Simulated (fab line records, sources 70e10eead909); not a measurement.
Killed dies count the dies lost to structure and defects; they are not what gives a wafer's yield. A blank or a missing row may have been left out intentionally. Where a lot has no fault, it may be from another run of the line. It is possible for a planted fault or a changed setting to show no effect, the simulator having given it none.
Commonality check across tools    flow nandHarc    Sampled: 12 lots, 36 wafers

WHY IT WAS OPENED
Flagged at NHARC_END_SORT_01: reading killedAtArray, on 2 of 12 lots. No-fault wafers: 59, standard deviation 24.
Rule: a lot gets a flag if all its wafers with a number sit over 4 standard deviations from that mean, or if no wafer of it has a number. All remaining lots are regarded as sound.

lot   measured      on         killedAtArray, wafer by wafer  flag
L541  day 24 18:29  prober-02  59 54 53                       
L540  day 24 19:58  prober-01  61 77 70                       
L544  day 25 05:32  prober-02  23 36 27                       
L545  day 27 00:28  prober-02  63 61 65                       
L546  day 27 01:14  prober-01  95 112 108                     
L553  day 29 21:00  prober-02  674 677 671                    FLAGGED
L555  day 30 12:39  prober-01  672 672 668                    FLAGGED
L557  day 32 23:23  prober-01  30 43 41                       
L560  day 33 06:24  prober-02  67 76 57                       
L559  day 33 14:14  prober-02  29 44 48                       
L562  day 33 22:07  prober-01  68 68 74                       
L563  day 34 11:32  prober-02  54 41 46                       
Average over the flagged lots: 672; offset from the usual +613, equal to +26 standard deviations.

LOT BY LOT: THE TOOL USED
4 process steps preceding the reading are held in the record, out of 1302 steps in the route. Every cell lists first the tool, next ch and the chambers used by the sampled wafers, and last the start.
lot   flag     NHARC_A_STAIRCASE_ETCH_201                    NHARC_A_STAIRCASE_ETCH_223                    NHARC_A_STAIRCASE_ETCH_225         NHARC_A_STAIRCASE_ETCH_230
L541           rieDiel-05 ch 0,2, day 16 11:30 or earlier    rieDiel-05 ch 0,1,2, day 16 11:30 or earlier  rieDiel-05 ch 1,3, day 16 11:30    rieDiel-13 ch 1,2,3, day 24 18:29 or earlier
L540           rieDiel-05 ch 0,3, day 16 05:17 or earlier    rieDiel-05 ch 1,2, day 16 05:17 or earlier    rieDiel-05 ch 0,1,3, day 16 05:17  rieDiel-05 ch 0,1,3, day 24 19:58 or earlier
L544           rieDiel-13 ch 1,2, day 17 09:10 or earlier    rieDiel-13 ch 1,2,3, day 17 09:10 or earlier  rieDiel-13 ch 0,1,3, day 17 09:10  rieDiel-01 ch 2,3, day 25 05:32 or earlier
L545           rieDiel-13 ch 0,1, day 18 13:21 or earlier    rieDiel-13 ch 1,2, day 18 13:21 or earlier    rieDiel-13 ch 2,3, day 18 13:21    rieDiel-05 ch 0,1,2, day 27 00:28 or earlier
L546           rieDiel-13 ch 0,2, day 18 20:47 or earlier    rieDiel-01 ch 0,2,3, day 18 20:47 or earlier  rieDiel-01 ch 0,2, day 18 20:47    rieDiel-01 ch 0,2, day 27 01:14 or earlier
L553  FLAGGED  rieDiel-05 ch 1,2, day 21 14:56 or earlier    rieDiel-13 ch 0,2, day 21 14:56 or earlier    rieDiel-13 ch 1,3, day 21 14:56    rieDiel-01 ch 1,3, day 29 21:00 or earlier
L555  FLAGGED  rieDiel-01 ch 0,3, day 22 04:45 or earlier    rieDiel-13 ch 0,1,3, day 22 04:45 or earlier  rieDiel-13 ch 0,3, day 22 04:45    rieDiel-05 ch 2,3, day 30 12:39 or earlier
L557           rieDiel-01 ch 2,3, day 23 12:47 or earlier    rieDiel-05 ch 0,1, day 23 12:47 or earlier    rieDiel-05 ch 1,2,3, day 23 12:47  rieDiel-01 ch 0,1, day 32 23:23 or earlier
L560           rieDiel-05 ch 2,3, day 24 14:35 or earlier    rieDiel-05 ch 0,1, day 24 14:35 or earlier    rieDiel-05 ch 2,3, day 24 14:35    rieDiel-01 ch 0,2, day 33 06:24 or earlier
L559           rieDiel-13 ch 0,2,3, day 24 19:04 or earlier  rieDiel-01 ch 0,1, day 24 19:04 or earlier    rieDiel-01 ch 0,1,3, day 24 19:04  rieDiel-01 ch 0,1,3, day 33 14:14 or earlier
L562           rieDiel-13 ch 0,1,2, day 25 09:53 or earlier  rieDiel-01 ch 0,1,2, day 25 09:53 or earlier  rieDiel-01 ch 0,2,3, day 25 09:53  rieDiel-13 ch 0,1,3, day 33 22:07 or earlier
L563           rieDiel-05 ch 0,1,3, day 26 02:04 or earlier  rieDiel-13 ch 1,2, day 26 02:04 or earlier    rieDiel-13 ch 1,2, day 26 02:04    rieDiel-05 ch 0,1, day 34 11:32 or earlier
These steps, and what they do:
- NHARC_A_STAIRCASE_ETCH_201: etches the open film in C4F8/O2, target depth 100 nm, time 40.5 s.
- NHARC_A_STAIRCASE_ETCH_223: etches the open film in C4F8/O2, target depth 100 nm, time 40.5 s.
- NHARC_A_STAIRCASE_ETCH_225: etches the open film in C4F8/O2, target depth 100 nm, time 40.5 s.
- NHARC_A_STAIRCASE_ETCH_230: etches the open film in C4F8/O2, target depth 100 nm, time 40.5 s.
- NHARC_END_SORT_01

FLAGGED AGAINST TOTAL, ONE TOOL AT A TIME (gauges that did the reading follow at the end)
step                        tool        lots run  flagged  share of the flagged lots  sound lots run after its first flagged lot
NHARC_A_STAIRCASE_ETCH_201  rieDiel-01  2         1        some                       1 (L557)
NHARC_A_STAIRCASE_ETCH_201  rieDiel-05  5         1        some                       2 (L560,L563)
NHARC_A_STAIRCASE_ETCH_201  rieDiel-13  5         0        none                       -
NHARC_A_STAIRCASE_ETCH_223  rieDiel-01  3         0        none                       -
NHARC_A_STAIRCASE_ETCH_223  rieDiel-05  4         0        none                       -
NHARC_A_STAIRCASE_ETCH_223  rieDiel-13  5         2        all                        1 (L563)
NHARC_A_STAIRCASE_ETCH_225  rieDiel-01  3         0        none                       -
NHARC_A_STAIRCASE_ETCH_225  rieDiel-05  4         0        none                       -
NHARC_A_STAIRCASE_ETCH_225  rieDiel-13  5         2        all                        1 (L563)
NHARC_A_STAIRCASE_ETCH_230  rieDiel-01  6         1        some                       3 (L557,L560,L559)
NHARC_A_STAIRCASE_ETCH_230  rieDiel-05  4         1        some                       1 (L563)
NHARC_A_STAIRCASE_ETCH_230  rieDiel-13  2         0        none                       -
NHARC_END_SORT_01           prober-01   5         1        some                       2 (L557,L562)
NHARC_END_SORT_01           prober-02   7         1        some                       3 (L560,L559,L563)
Because NHARC_A_STAIRCASE_ETCH_201 lacks a start for some lots, the hours and order of its lots are taken from NHARC_A_STAIRCASE_ETCH_225. Because NHARC_A_STAIRCASE_ETCH_223 lacks a start for some lots, the hours and order of its lots are taken from NHARC_A_STAIRCASE_ETCH_225. Because NHARC_A_STAIRCASE_ETCH_230 lacks a start for some lots, the hours and order of its lots are taken from NHARC_END_SORT_01.

WHAT IS ALLOWED BY THE TABLE
In 2 table rows, all flagged lots were run: rieDiel-13 (NHARC_A_STAIRCASE_ETCH_223), rieDiel-13 (NHARC_A_STAIRCASE_ETCH_225).
- rieDiel-13 at NHARC_A_STAIRCASE_ETCH_223: 2 of its 5 lots flagged. Sound lots followed the first flagged one (L563) on it, something a lasting fault affecting the whole tool could not allow.
- rieDiel-13 at NHARC_A_STAIRCASE_ETCH_225: 2 of its 5 lots flagged. Sound lots followed the first flagged one (L563) on it, something a lasting fault affecting the whole tool could not allow. Its own readings (oesProductAu) fall more than 4 standard deviations out on all wafers of the flagged lots.
There is no row in the table that ran each flagged lot and no sound lot after the first.

WHAT THE SIMULATOR HAD INSERTED
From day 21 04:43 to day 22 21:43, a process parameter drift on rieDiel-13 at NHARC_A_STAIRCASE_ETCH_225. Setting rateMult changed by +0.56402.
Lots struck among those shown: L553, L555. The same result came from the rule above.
